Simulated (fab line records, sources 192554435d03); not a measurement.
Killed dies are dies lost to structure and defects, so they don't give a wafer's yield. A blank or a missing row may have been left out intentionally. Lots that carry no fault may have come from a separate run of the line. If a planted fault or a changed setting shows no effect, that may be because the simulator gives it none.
fab line records -- flow n5-finfet
record: lots: 6, wafers: 18, last-day: 17
route steps=1938 shown BEOL_M1@807 BEOL_M4@1111 PASSIVATION@1936
lots that met no fault: from a run of the same line without faults
start-h: hours from the record's opening day to when the first of the lot's shown wafers began -- wait-h: hours elapsed since this lot's preceding step -- " the same as in the row above -- L1.1+2: several wafers, shown together as one row -- - either no value or no given start -- * or withheld: withheld -- < > ~ a bound
route shown NAME@n: names a module that has steps shown in the file, with the first one's number in the route -- usual: the fault-free wafers' mean and standard deviation -- same: alike in all rows -- chamber/n: place in a boat -- sites: the reading at each site -- _std_site: the standard deviation of these -- _edge_site: the outer-site mean with the inner-site mean subtracted -- radius-mm: how far each site lies from the wafer's centre -- mask NAME#n: copy n -- behind: tool/chamber where the wafer was last shaped -- hold: cause of the lot's hold/its duration in hours/its outcome -- device: transistor that didn't switch, given as n, p or np -- end of line: at the end of the route, the tests of the same wafers -- a step without rows: its recipe alone -- killed: dies that structure and defects cost at the first sort, which is not the same as the wafer's yield -- map: a wafer's dies, x killed, . not, _ none there
set.NAME: the setting as run; set.NAME@STEP: as run at that earlier step -- model.NAME: the simulator's own value behind a step, which no gauge read
lots at selected steps of the route; one table per step, one row per wafer
services: a tool's chamber out of use, with start hour (start-h, from the record's first day; less than 0 if before it), hours out, and reason
== steps ==
step: N5_BEOL_M1_SRD_43
recipe: time-s: 30, temp-c: 23, rinse-liquid: diw, dry: ipa-marangoni
step: N5_BEOL_M1_CD_MEAS_35
recipe: target-cd-nm: 18, target-cd-y-nm: 21, polarity: opening
usual: cd-nm: 18.0/0.49
lot.wafer,tool,chamber,start-h,wait-h,cd-nm
L599.1,cd-sem-01,-,165.74,0.0,17.3
L599.2,cd-sem-01,-,165.74,0.0,17.9
L599.5,cd-sem-01,-,165.74,0.0,18.0
L602.1,cd-sem-03,-,177.54,0.0,18.0
L602.3,cd-sem-03,-,177.54,0.0,18.5
L602.4,cd-sem-03,-,177.54,0.0,17.7
L609.2,cd-sem-01,-,232.26,0.0,17.5
L609.4,cd-sem-01,-,232.26,0.0,17.9
L609.6,cd-sem-01,-,232.26,0.0,18.5
L612.1,cd-sem-01,-,243.96,0.0,17.9
L612.4,cd-sem-01,-,243.96,0.0,17.7
L612.6,cd-sem-01,-,243.96,0.0,18.6
L614.3,cd-sem-01,-,248.68,0.0,17.2
L614.4,cd-sem-01,-,248.68,0.0,18.2
L614.6,cd-sem-01,-,248.68,0.0,17.5
L616.1,cd-sem-01,-,265.66,0.0,17.7
L616.2,cd-sem-01,-,265.66,0.0,17.8
L616.4,cd-sem-01,-,265.66,0.0,18.5
step: N5_BEOL_M1_DEGAS_44
recipe: ambient: vacuum, temp-c: 250, time-s: 60
step: N5_BEOL_M1_PRE_CLEAN_45
recipe: gas: H2/He, time-s: 30, temp-c: 250
usual: heater-power-w: 325/25
lot.wafer,tool,chamber,start-h,wait-h,heater-power-w
L599.1,pvd-sputter-01,-,166.16,0.0,326
L599.2,pvd-sputter-01,-,166.16,0.0,338
L599.5,pvd-sputter-01,-,166.16,0.0,320
L602.1,pvd-sputter-02,-,177.80,0.0,377
L602.3,pvd-sputter-02,-,177.80,0.0,351
L602.4,pvd-sputter-02,-,177.80,0.0,307
L609.2,pvd-sputter-01,-,232.48,0.0,329
L609.4,pvd-sputter-01,-,232.48,0.0,325
L609.6,pvd-sputter-01,-,232.48,0.0,313
L612.1,pvd-sputter-03,-,244.30,0.0,288
L612.4,pvd-sputter-03,-,244.30,0.0,321
L612.6,pvd-sputter-03,-,244.30,0.0,315
L614.3,pvd-sputter-03,-,248.86,0.0,310
L614.4,pvd-sputter-03,-,248.86,0.0,320
L614.6,pvd-sputter-03,-,248.86,0.0,311
L616.1,pvd-sputter-03,-,266.20,0.0,305
L616.2,pvd-sputter-03,-,266.20,0.0,289
L616.4,pvd-sputter-03,-,266.20,0.0,323
step: N5_BEOL_M1_ALD_84
recipe: material: TaN, target-thk-a: *, temp-c: 275, ald-precursor-family: PDMAT, ald-co-reactant: NH3, pressure-torr: 3, carrier-flow-sccm: 1500, pulse-time-s: 2, purge-time-s: 3, co-reactant-purge-time-s: 2, co-reactant-pulse-time-s: 3, ald-cycles: 30, precursor-vessel-temp-c: 75, precursor-vessel-pressure-torr: 26.25, precursor-vessel-carrier-sccm: 1000
usual: heater-power-w: 443/47
same: co-reactant-pulse-time-s: 3
lot.wafer,tool,chamber,start-h,wait-h,heater-power-w
L599.1,ald-metal-04,1,166.24,0.1,445
L599.2,ald-metal-04,2,166.24,0.1,508
L599.5,ald-metal-04,1,166.24,0.1,436
L602.1,ald-metal-03,1,177.86,0.0,408
L602.3,ald-metal-03,3,177.86,0.0,397
L602.4,ald-metal-03,2,177.86,0.0,388
L609.2,ald-metal-04,1,232.54,0.0,440
L609.4,ald-metal-04,2,232.54,0.0,508
L609.6,ald-metal-04,0,232.54,0.0,472
L612.1,ald-metal-04,3,244.36,0.0,410
L612.4,ald-metal-04,1,244.36,0.0,442
L612.6,ald-metal-04,0,244.36,0.0,473
L614.3,ald-metal-02,0,249.10,0.2,478
L614.4,ald-metal-02,1,249.10,0.2,454
L614.6,ald-metal-02,0,249.10,0.2,476
L616.1,ald-metal-02,0,266.49,0.3,480
L616.2,ald-metal-02,3,266.49,0.3,494
L616.4,ald-metal-02,1,266.49,0.3,437
step: N5_BEOL_M1_SURFACE_TREAT_85
recipe: gas: Ar, time-s: *, ion-energy-ev: *, ion-current-ma-cm2: 0.5, pressure-mtorr: *, ar-flow-sccm: 30
usual: throttle-valve-pct: *
lot.wafer,tool,chamber,start-h,wait-h,throttle-valve-pct
L599.1,pvd-sputter-02,-,166.60,0.3,*
L599.2,pvd-sputter-02,-,166.60,0.3,*
L599.5,pvd-sputter-02,-,166.60,0.3,*
L602.1,pvd-sputter-01,-,178.22,0.3,*
L602.3,pvd-sputter-01,-,178.22,0.3,*
L602.4,pvd-sputter-01,-,178.22,0.3,*
L609.2,pvd-sputter-01,-,232.88,0.2,*
L609.4,pvd-sputter-01,-,232.88,0.2,*
L609.6,pvd-sputter-01,-,232.88,0.2,*
L612.1,pvd-sputter-01,-,244.88,0.4,*
L612.4,pvd-sputter-01,-,244.88,0.4,*
L612.6,pvd-sputter-01,-,244.88,0.4,*
L614.3,pvd-sputter-01,-,249.35,0.1,*
L614.4,pvd-sputter-01,-,249.35,0.1,*
L614.6,pvd-sputter-01,-,249.35,0.1,*
L616.1,pvd-sputter-03,-,266.78,0.2,*
L616.2,pvd-sputter-03,-,266.78,0.2,*
L616.4,pvd-sputter-03,-,266.78,0.2,*
step: N5_BEOL_M1_CVD_47
recipe: material: Co, target-thk-a: 30, temp-c: withheld, precursor: CCTBA/H2, pressure-torr: 30, time-s: 223.8
step: N5_BEOL_M1_SPUTTER_48
recipe: material: Cu, target-thk-a: 45, temp-c: -20, chamber-pressure-pa: 0.07, power-w: withheld, time-s: 8.29
step: N5_BEOL_M1_ANNEAL_49
recipe: temp-c: 400, time-s: 240, ambient: vacuum
step: N5_BEOL_M1_SPUTTER_79
recipe: material: Cu, target-thk-a: 45, temp-c: -20, chamber-pressure-pa: 0.07, power-w: withheld, time-s: 8.29
usual: chuck-gas-flow-sccm: 1.25/0.057, throttle-valve-pct: 29.8/1
lot.wafer,tool,chamber,start-h,wait-h,chuck-gas-flow-sccm,throttle-valve-pct
L599.1,pvd-sputter-02,-,167.08,0.1,1.25,29.6
L599.2,pvd-sputter-02,-,167.08,0.1,1.17,27.7
L599.5,pvd-sputter-02,-,167.08,0.1,1.26,29.4
L602.1,pvd-sputter-01,-,178.88,0.1,1.25,30.0
L602.3,pvd-sputter-01,-,178.88,0.1,1.16,30.7
L602.4,pvd-sputter-01,-,178.88,0.1,1.26,31.4
L609.2,pvd-sputter-03,-,233.48,0.1,1.25,30.4
L609.4,pvd-sputter-03,-,233.48,0.1,1.26,28.8
L609.6,pvd-sputter-03,-,233.48,0.1,1.24,29.9
L612.1,pvd-sputter-03,-,246.40,0.1,1.26,28.8
L612.4,pvd-sputter-03,-,246.40,0.1,1.31,29.7
L612.6,pvd-sputter-03,-,246.40,0.1,1.26,29.8
L614.3,pvd-sputter-02,-,251.27,0.1,1.31,31.0
L614.4,pvd-sputter-02,-,251.27,0.1,1.24,29.6
L614.6,pvd-sputter-02,-,251.27,0.1,1.25,30.7
L616.1,pvd-sputter-01,-,267.81,0.1,1.27,31.6
L616.2,pvd-sputter-01,-,267.81,0.1,1.21,31.0
L616.4,pvd-sputter-01,-,267.81,0.1,1.26,29.7
step: N5_BEOL_M1_ANNEAL_80
recipe: temp-c: 400, time-s: 240, ambient: vacuum
step: N5_BEOL_M1_SPUTTER_81
recipe: material: Cu, target-thk-a: 45, temp-c: -20, chamber-pressure-pa: 0.07, power-w: withheld, time-s: 8.29
usual: chuck-gas-flow-sccm: 1.26/0.054, throttle-valve-pct: 29.8/1
lot.wafer,tool,chamber,start-h,wait-h,chuck-gas-flow-sccm,throttle-valve-pct
L599.1,pvd-sputter-02,-,167.30,0.1,1.18,29.6
L599.2,pvd-sputter-02,-,167.30,0.1,1.21,27.8
L599.5,pvd-sputter-02,-,167.30,0.1,1.23,29.4
L602.1,pvd-sputter-01,-,179.10,0.1,1.29,29.7
L602.3,pvd-sputter-01,-,179.10,0.1,1.26,30.9
L602.4,pvd-sputter-01,-,179.10,0.1,1.27,31.5
L609.2,pvd-sputter-03,-,233.70,0.1,1.20,30.0
L609.4,pvd-sputter-03,-,233.70,0.1,1.31,28.8
L609.6,pvd-sputter-03,-,233.70,0.1,1.29,30.2
L612.1,pvd-sputter-03,-,246.62,0.1,1.36,28.6
L612.4,pvd-sputter-03,-,246.62,0.1,1.36,29.9
L612.6,pvd-sputter-03,-,246.62,0.1,1.29,29.7
L614.3,pvd-sputter-02,-,251.49,0.1,1.29,31.1
L614.4,pvd-sputter-02,-,251.49,0.1,1.18,29.2
L614.6,pvd-sputter-02,-,251.49,0.1,1.27,31.2
L616.1,pvd-sputter-01,-,268.03,0.1,1.33,31.6
L616.2,pvd-sputter-01,-,268.03,0.1,1.25,31.0
L616.4,pvd-sputter-01,-,268.03,0.1,1.34,30.1
step: N5_BEOL_M1_ANNEAL_82
recipe: temp-c: 400, time-s: 240, ambient: vacuum
usual: heater-power-w: 808/59, susceptor-temp-C: 400.04/0.23
lot.wafer,tool,chamber,start-h,wait-h,heater-power-w,susceptor-temp-C
L599.1,pvd-sputter-02,-,167.38,0.0,856,400.21
L599.2,pvd-sputter-02,-,167.38,0.0,940,399.67
L599.5,pvd-sputter-02,-,167.38,0.0,872,399.99
L602.1,pvd-sputter-01,-,179.18,0.0,805,400.08
L602.3,pvd-sputter-01,-,179.18,0.0,884,400.37
L602.4,pvd-sputter-01,-,179.18,0.0,810,400.52
L609.2,pvd-sputter-03,-,233.78,0.0,719,400.20
L609.4,pvd-sputter-03,-,233.78,0.0,768,400.21
L609.6,pvd-sputter-03,-,233.78,0.0,724,400.34
L612.1,pvd-sputter-03,-,246.70,0.0,-,-
L612.4,pvd-sputter-03,-,246.70,0.0,-,-
L612.6,pvd-sputter-03,-,246.70,0.0,-,-
L614.3,pvd-sputter-02,-,251.57,0.0,-,-
L614.4,pvd-sputter-02,-,251.57,0.0,-,-
L614.6,pvd-sputter-02,-,251.57,0.0,-,-
L616.1,pvd-sputter-01,-,268.11,0.0,817,400.04
L616.2,pvd-sputter-01,-,268.11,0.0,877,399.99
L616.4,pvd-sputter-01,-,268.11,0.0,817,399.89
step: N5_BEOL_M1_SPUTTER_86
recipe: material: Cu, target-thk-a: 45, temp-c: -20, chamber-pressure-pa: 0.07, power-w: withheld, time-s: 8.29
step: N5_BEOL_M4_RC_MEAS_101
usual: DIBL_N: 36.1/2, DIBL_P: 36.3/2.4, IOFF_N: 0.15/0.035, IOFF_P: 0.21/0.039, ION_N: 672/15, ION_P: 463/9.7, SS_N: 71.5/0.7, SS_P: 73.2/0.75, VT_N: 251/3.6, VT_P: -250/3.8
lot.wafer,tool,chamber,start-h,wait-h,DIBL_N[mV/V],DIBL_P[mV/V],IOFF_N[nA/um],IOFF_P[nA/um],ION_N[uA/um],ION_P[uA/um],SS_N[mV/dec],SS_P[mV/dec],VT_N[mV],VT_P[mV]
L599.1,prober-02,0,206.40,0.0,36.7,37.1,0.15,0.19,663,453,71.9,73.7,251,-254
L599.2,prober-02,0,206.40,0.0,37.2,37.9,0.16,0.20,680,461,71.2,74.1,251,-251
L599.5,prober-02,0,206.40,0.0,35.5,34.0,0.12,0.15,641,444,70.8,72.2,257,-255
L602.1,prober-02,0,221.81,0.0,33.9,32.0,0.11,0.17,651,458,71.1,72.3,255,-247
L602.3,prober-02,0,221.81,0.0,34.9,33.6,0.13,0.21,666,465,70.6,72.7,254,-247
L602.4,prober-02,0,221.81,0.0,33.7,32.1,0.11,0.19,639,456,70.9,72.5,258,-247
L609.2,prober-02,0,276.15,0.2,35.7,36.1,0.15,0.21,685,468,72.0,74.1,252,-251
L609.4,prober-02,0,276.15,0.2,33.8,32.8,0.12,0.18,659,456,71.5,72.4,252,-250
L609.6,prober-02,0,276.15,0.2,37.7,39.1,0.19,0.27,684,473,72.7,74.9,247,-248
L612.1,prober-01,0,284.59,0.0,34.6,35.8,0.13,0.17,659,450,71.2,73.2,252,-257
L612.4,prober-01,0,284.59,0.0,36.6,36.7,0.15,0.19,659,452,71.8,73.6,252,-252
L612.6,prober-01,0,284.59,0.0,40.2,41.1,0.23,0.25,691,461,72.5,75.3,251,-251
L616.1,prober-02,0,306.59,0.0,37.4,37.0,0.18,0.25,682,466,71.8,73.7,247,-246
L616.2,prober-02,0,306.59,0.0,34.5,33.2,0.13,0.19,672,467,70.8,72.8,253,-248
L616.4,prober-02,0,306.59,0.0,35.6,34.8,0.14,0.21,681,475,71.1,73.0,249,-248
L614.3,prober-01,0,307.08,0.3,35.9,34.8,0.16,0.19,665,456,71.4,73.5,248,-250
L614.4,prober-01,0,307.08,0.3,36.7,36.6,0.17,0.23,673,461,71.5,73.0,247,-249
L614.6,prober-01,0,307.08,0.3,39.8,40.9,0.26,0.30,695,473,73.1,75.1,241,-245
step: N5_PASSIVATION_PROBE_49
usual: defect-limited-yield: 91.1/1.6, killed_at_M0_to_M3: 35/11, killed_at_M4_up: 13/5.4, killed-at-contacts: 13/6.5, killed-at-front-end: 40/14, killed-at-other: 4/3.1, killed-dies: 105/18, killed-on-rim: 14/4.1, killed-open: 69/14, killed-short: 34/7.3, sort_bin_5_function: 5.2/0.96, sort_bin_6_memory: 3.4/0.77, sort_bin_8_speed: 0.02/0.13, sort-n-pass: 1075/19, sort-yield-pct: 91.1/1.6
same: gross-dies: 1180, killed-at-back-side: 0, sort_bin_4_leakage[%]: 0
lot.wafer,tool,chamber,start-h,wait-h,defect-limited-yield[%],killed_at_M0_to_M3,killed_at_M4_up,killed-at-contacts,killed-at-front-end,killed-at-other,killed-dies,killed-on-rim,killed-open,killed-short,sort_bin_5_function[%],sort_bin_6_memory[%],sort_bin_8_speed[%],sort-n-pass,sort-yield-pct[%]
L599.1,prober-02,-,313.95,0.0,92.4,45,13,12,15,5,90,11,58,29,4.8,2.7,0,1090,92.4
L599.2,prober-02,-,314.00,0.1,88.4,60,11,30,32,4,137,14,94,41,5.9,5.0,0,1043,88.4
L599.5,prober-02,-,314.15,0.2,90.3,37,21,11,43,3,115,9,79,36,6.2,3.4,0,1065,90.3
L609.2,prober-01,-,374.11,0.1,91.5,20,21,16,34,9,100,10,65,34,4.2,4.1,0,1080,91.5
L609.4,prober-01,-,374.21,0.2,91.4,39,19,7,30,7,102,15,71,31,5.3,3.1,0,1078,91.4
L609.6,prober-01,-,374.31,0.3,93.1,22,13,9,27,11,82,13,56,24,4.2,2.8,0,1098,93.1
L612.1,prober-02,-,398.46,0.0,90.8,35,14,13,44,3,109,17,69,30,6.2,2.6,0,1071,90.8
L612.4,prober-02,-,398.61,0.2,91.3,55,8,13,27,0,103,14,68,34,5.5,3.0,0,1077,91.3
L612.6,prober-02,-,398.71,0.3,92.5,46,6,12,23,2,89,16,40,49,4.7,2.3,0,1091,92.5
L614.3,prober-01,-,415.76,0.1,90.6,25,18,24,42,2,111,17,83,26,5.8,3.1,0,1069,90.6
L614.4,prober-01,-,415.81,0.2,90.9,45,4,8,48,2,107,14,69,33,5.0,3.0,0,1073,90.9
L614.6,prober-01,-,415.91,0.3,91.8,30,12,19,24,12,97,13,62,32,4.5,3.6,0,1083,91.8
killed by level:class
L599.1 BEOL_M2:geometric-particle:open=21 MOL_CONTACT_COAG:geometric-particle:open=6 MOL_CONTACT_COAG:geometric-particle:short=6 BEOL_M1:geometric-particle:open=6 BEOL_M3:geometric-particle:open=5 BEOL_M0_SAQP:geometric-particle:short=4 FIN_SAQP:geometric-particle:open=3 STI_FIN_REVEAL:geometric-particle:open=3
L599.2 MOL_CONTACT_COAG:geometric-particle:open=24 BEOL_M3:geometric-particle:open=13 STI_FIN_REVEAL:geometric-particle:open=12 BEOL_M2:geometric-particle:open=12 BEOL_M1:geometric-particle:open=11 BEOL_M1:geometric-particle:short=10 MOL_CONTACT_COAG:geometric-particle:short=6 BEOL_M0_SAQP:geometric-particle:short=5
L599.5 STI_FIN_REVEAL:geometric-particle:open=18 BEOL_M2:geometric-particle:open=12 BEOL_M4:geometric-particle:open=10 GATE_CUT:geometric-particle:short=8 MOL_CONTACT_COAG:geometric-particle:open=7 BEOL_M0_SAQP:geometric-particle:short=7 GATE_CUT:geometric-particle:open=6 BEOL_M2:geometric-particle:short=5
L609.2 MOL_CONTACT_COAG:geometric-particle:open=13 FIN_SAQP:geometric-particle:open=7 BEOL_M4:geometric-particle:open=7 STI_FIN_REVEAL:geometric-particle:open=6 BEOL_M3:geometric-particle:open=6 FIN_SAQP:geometric-particle:short=5 BEOL_M0_SAQP:geometric-particle:short=5 PASS1_CAP:geometric-particle:open=4
L609.4 BEOL_M0_SAQP:geometric-particle:open=15 DUMMY_GATE:geometric-particle:open=7 BEOL_M0_SAQP:geometric-particle:short=7 BEOL_M4:geometric-particle:open=6 BEOL_M1:geometric-particle:open=6 STI_FIN_REVEAL:geometric-particle:open=5 FIN_SAQP:geometric-particle:open=4 MOL_CONTACT_COAG:geometric-particle:open=4
L609.6 FIN_SAQP:geometric-particle:open=7 MOL_CONTACT_COAG:geometric-particle:open=7 BEOL_M4:geometric-particle:open=7 STI_FIN_REVEAL:geometric-particle:open=6 BEOL_M2:geometric-particle:open=6 FIN_SAQP:geometric-particle:short=4 BEOL_M1:geometric-particle:open=4 BEOL_M0_SAQP:geometric-particle:short=4
L612.1 FIN_SAQP:geometric-particle:open=11 MOL_CONTACT_COAG:geometric-particle:open=10 BEOL_M2:geometric-particle:open=10 FIN_CUT:area-etch=10 BEOL_M0_SAQP:geometric-particle:open=8 FIN_SAQP:geometric-particle:short=5 DUMMY_GATE:geometric-particle:open=4 BEOL_M0_SAQP:geometric-particle:short=4
L612.4 BEOL_M0_SAQP:geometric-particle:open=19 BEOL_M0_SAQP:geometric-particle:short=15 MOL_CONTACT_COAG:geometric-particle:open=10 BEOL_M2:geometric-particle:open=8 FIN_SAQP:geometric-particle:short=6 DUMMY_GATE:geometric-particle:open=6 BEOL_M4:geometric-particle:open=6 BEOL_M3:geometric-particle:open=5
L612.6 BEOL_M0_SAQP:geometric-particle:short=17 BEOL_M1:geometric-particle:open=7 MOL_CONTACT_COAG:geometric-particle:open=7 BEOL_M1:geometric-particle:short=7 MOL_CONTACT_COAG:geometric-particle:short=5 BEOL_M0_SAQP:geometric-particle:open=5 FIN_SAQP:geometric-particle:short=4 STARTING-WAFER:geometric-particle:short=4
L614.3 MOL_CONTACT_COAG:geometric-particle:open=21 BEOL_M0_SAQP:geometric-particle:open=12 FIN_SAQP:geometric-particle:open=11 BEOL_M0_SAQP:geometric-particle:short=6 STI_FIN_REVEAL:geometric-particle:open=5 DUMMY_GATE:geometric-particle:open=5 BEOL_M3:geometric-particle:open=5 BEOL_M4:geometric-particle:open=5
L614.4 FIN_SAQP:geometric-particle:open=12 BEOL_M0_SAQP:geometric-particle:open=12 BEOL_M1:geometric-particle:open=7 BEOL_M0_SAQP:geometric-particle:short=7 BEOL_M2:geometric-particle:open=7 BEOL_M3:geometric-particle:open=7 DUMMY_GATE:geometric-particle:open=5 GATE_CUT:geometric-particle:open=5
L614.6 MOL_CONTACT_COAG:geometric-particle:open=13 BEOL_M0_SAQP:geometric-particle:open=7 BEOL_M3:geometric-particle:open=7 MOL_CONTACT_COAG:geometric-particle:short=6 GATE_CUT:geometric-particle:short=5 STARTING-WAFER:geometric-particle:open=4 BEOL_M1:geometric-particle:short=4 FIN_SAQP:geometric-particle:open=3
== services ==
tool,chamber,start-h,hours,kind
ald-metal-02,-,186.28,0.5,repair
ald-metal-04,1,258.31,4.8,repair
ald-metal-04,-,259.49,0.8,repair
== key ==
first-sign: step: N5_BEOL_M1_ANNEAL_82, reading: tool-record, direction: missing
effect none on later readings
met-at N5_BEOL_M1_ANNEAL_82
struck-wafers L612.1,L612.4,L612.6,L614.3,L614.4,L614.6
baseline-loss: step: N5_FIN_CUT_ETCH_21, wafers: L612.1
onset-between 233.78 246.70
fault: kind: skipped-step-whole, tool: pvd-sputter-02,pvd-sputter-03, chamber: -, onset-h: 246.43, steps: N5_BEOL_M1_ANNEAL_82, scope: struck-lots-only
baseline-loss: these wafers lose ten dies or more at that step, a loss of the line's own and not of a fault; the sort's usual values leave them out
